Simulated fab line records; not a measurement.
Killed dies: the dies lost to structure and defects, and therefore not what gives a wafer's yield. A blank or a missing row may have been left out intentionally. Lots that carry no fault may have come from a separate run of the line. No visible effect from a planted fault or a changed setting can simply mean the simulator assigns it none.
Matching of chambers | flow n5_finfet | N5_FIN_CUT_STRIP_22 on rie_diel-03: 4 sister chambers
The step strips in N2/H2. 4 wafers are shown with their chamber, then 7 later ones without.

EACH WAFER AND ITS CHAMBER
wafer  | chamber | drypump_motor_current_A (A)
L082.1 | 3       | 5.9
L085.2 | 2       | 5.7
L086.3 | 1       | 6.5
L086.4 | 0       | 5.9

WAFERS WITHOUT THEIR CHAMBER
wafer  | drypump_motor_current_A (A)
L086.5 | 5.9
L093.1 | 5.9
L093.4 | 5.9
L093.5 | 5.9
L094.2 | 5.9
L094.3 | 5.6
L094.4 | 5.7

WHICH CHAMBER EACH ONE RAN IN
wafer  | from the rows above     | in truth
L086.5 | can't be placed: 0 or 3 | 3
L093.1 | can't be placed: 0 or 3 | 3
L093.4 | can't be placed: 0 or 3 | 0
L093.5 | can't be placed: 0 or 3 | 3
L094.2 | can't be placed: 0 or 3 | 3
L094.3 | 2                       | 2
L094.4 | 2                       | 2
Correct placement for 2 of the 7. Can't be placed from these rows: 5 (the true chamber is among the candidates in 5). 0 placed wrongly.
How it was worked out, from the rows above alone: a wafer's distance from a chamber is the root of the sum, over the readings, of the square of ((its reading less the chamber's mean) divided by the reading's scatter). The wafer belongs to the nearest chamber; if the next one is less than 2 further off, it can't be placed. The mean given for a chamber averages the wafers shown for that chamber. The scatter (one wafer shown for each chamber): square how far every hidden wafer sits from the nearest shown wafer, average those squares and take the square root.
